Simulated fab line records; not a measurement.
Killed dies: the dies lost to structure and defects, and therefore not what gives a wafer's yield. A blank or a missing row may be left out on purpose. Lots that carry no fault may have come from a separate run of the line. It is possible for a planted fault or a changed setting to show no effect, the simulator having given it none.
A single fault, viewed from 2 desks    flow n5 finfet    each desk has only its own numbers; what lay behind them comes last

TOOL OWNER'S DESK, rie diel-02
The tool's own readings at N5_BEOL_M13_ETCH_59 (etches BARC in N2/H2, target depth 89 nm, overetch 26.7 nm, time 67.9 s): means of the sampled wafers that have a number, for each lot that ran on this tool. Marked OUT: a lot whose mean sits more than 4 standard deviations from the usual mean, which makes it out of limits; the brackets give that distance.
Columns: A = drypump motor current A at N5_BEOL_M13_ETCH_59, usual 5.9 A; B = oes product au at N5_BEOL_M13_ETCH_59, usual 0.65 a.u.; C = rf vpp V at N5_BEOL_M13_ETCH_59, usual 523.2 V; D = showerhead plenum p Torr at N5_BEOL_M13_ETCH_59, usual 2.52 Torr; E = throttle valve pct at N5_BEOL_M13_ETCH_59, usual 18.00 %
lot   first seen here  A    B     C      D     E
L485  day 14 02:04     6.3  0.68  521.5  2.50  18.02
L490  day 14 14:27     6.2  0.67  522.0  2.49  18.01
L487  day 14 15:20     6.1  0.68  523.1  2.49  17.80
L495  day 16 11:48     5.4  0.69  524.3  2.56  17.85
L498  day 17 15:35     6.1  0.66  522.4  2.49  17.85
This desk's finding: nothing out of limits on any of the 5 lots.

FROM THE METROLOGY DESK
What the gauges read for every lot (on any tool): the sampled wafers with a number, averaged. Marked OUT: a lot whose mean sits more than 4 standard deviations from the usual mean, which makes it out of limits; the brackets give that distance.
Columns: A = trench depth nm at N5_BEOL_M12_OCD_MEAS_35, usual 319 nm
lot   first seen here  A
L480  day 12 18:01     325
L479  day 12 18:30     322
L486  day 13 19:10     320
L485  day 13 21:35     322
L490  day 14 07:35     320
L487  day 14 10:03     321
L488  day 14 16:30     316
L494  day 15 10:49     316
L495  day 16 05:56     323
L500  day 17 09:23     316
L498  day 17 11:17     318
L502  day 18 03:02     318
This desk's finding: nothing out of limits on any of the 12 lots.

TAKEN TOGETHER
The tool owner's desk saw nothing out of limits.
From the metrology desk's view, nothing was out of limits.

WHAT WAS PUT IN BY THE SIMULATOR
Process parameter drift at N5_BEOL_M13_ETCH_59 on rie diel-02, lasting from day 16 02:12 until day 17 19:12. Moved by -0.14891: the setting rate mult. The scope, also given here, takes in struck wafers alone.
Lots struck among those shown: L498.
